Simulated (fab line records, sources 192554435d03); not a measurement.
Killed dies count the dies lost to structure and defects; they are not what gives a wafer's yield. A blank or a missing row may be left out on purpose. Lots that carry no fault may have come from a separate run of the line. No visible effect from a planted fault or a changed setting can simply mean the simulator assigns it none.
The tool behind it: which one? :: flow n5_finfet :: 24 wafers from 8 lots sampled at 3 of the route's 1938 steps

## WHAT THE GAUGES READ, wafer by wafer
N5_SDB_INSPECT_36: inspects for defects (darkfield).
lot: L150
measured: day 4 07:02
on: defect_inspect-02
raw_defect_count: 58 57 63

lot: L152
measured: day 4 15:38
on: defect_inspect-01
raw_defect_count: 41 74 52

lot: L155
measured: day 5 10:19
on: defect_inspect-01
raw_defect_count: 26 24 23

lot: L160
measured: day 6 19:23
on: defect_inspect-02
raw_defect_count: 25 17 23

lot: L161
measured: day 6 23:13
on: defect_inspect-01
raw_defect_count: 635 648 672

lot: L162
measured: day 7 03:52
on: defect_inspect-01
raw_defect_count: 583 587 580

lot: L167
measured: day 8 13:00
on: defect_inspect-01
raw_defect_count: 20 48 31

lot: L171
measured: day 9 11:16
on: defect_inspect-02
raw_defect_count: 40 19 40

## WHAT TOOL EACH LOT RAN ON (gives the tool, then ch and the chambers of the sampled wafers, and finally the start)
lot: L150
N5_ILD0_CMP_12: cmp-01 ch 0,1, day 4 02:22
N5_SDB_CMP_30: cmp-01 ch 1,3, day 4 06:45

lot: L152
N5_ILD0_CMP_12: cmp-03 ch 0,1,3, day 4 11:07
N5_SDB_CMP_30: cmp-03 ch 0,1,2, day 4 15:23

lot: L155
N5_ILD0_CMP_12: cmp-01 ch 0,1,2, day 5 05:38
N5_SDB_CMP_30: cmp-01 ch 0,2,3, day 5 10:00

lot: L160
N5_ILD0_CMP_12: cmp-03 ch 1,3, day 6 14:44
N5_SDB_CMP_30: cmp-03 ch 0,1, day 6 19:04

lot: L161
N5_ILD0_CMP_12: cmp-02 ch 0,1,2, day 6 18:36
N5_SDB_CMP_30: cmp-01 ch 1,3, day 6 22:53

lot: L162
N5_ILD0_CMP_12: cmp-01 ch 0,1, day 6 23:07
N5_SDB_CMP_30: cmp-01 ch 0,1, day 7 03:32

lot: L167
N5_ILD0_CMP_12: cmp-02 ch 1,2, day 8 07:44
N5_SDB_CMP_30: cmp-04 ch 0,3, day 8 12:41

lot: L171
N5_ILD0_CMP_12: cmp-02 ch 0,2,3, day 9 05:52
N5_SDB_CMP_30: cmp-04 ch 1,2,3, day 9 10:59
- N5_ILD0_CMP_12: polishes SiNx, stops on poly-Si, t overpolish 6 s, target thk 17.67 nm.
- N5_SDB_CMP_30: polishes, stops on poly-Si, t overpolish 1.54 s, target thk 30 nm.

## THE ANSWER, worked out from the rows above alone
Rule: the usual values come from the lots themselves. The widest of any qualifying gaps counts: lots, ordered by their means at a reading, are off when they make up no more than a third of the lots, leave a main group of 4 or more, and stand apart from it by 3 or more times the standard deviation of that group's means. If all means in a main group match to the digits the tables above print for the reading, that group is not used. Also off: a lot with no number at a reading for which 4 or more lots have one. Any other lot the step has rows for is counted as sound.
Off: L161, L162, at N5_SDB_INSPECT_36 (raw_defect_count). For the main group the mean is 38 and the standard deviation 15.
If a tool, at a process step before that reading, ran all the lots that are off and no sound lot after the first of them, it fits. Those tools and the gauges at N5_SDB_INSPECT_36 are tried in the same way. One fits: cmp-01 at N5_SDB_CMP_30. Its last sound lot is L155 (day 5 10:00), its first lot that is off L161 (day 6 22:53): a fault that began between those two fits.

## WHAT THE SIMULATOR HAD PUT IN
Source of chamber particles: cmp-01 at N5_SDB_CMP_30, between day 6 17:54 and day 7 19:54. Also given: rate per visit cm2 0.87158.
Shown lots that were struck: L161, L162. The rule above found the same.
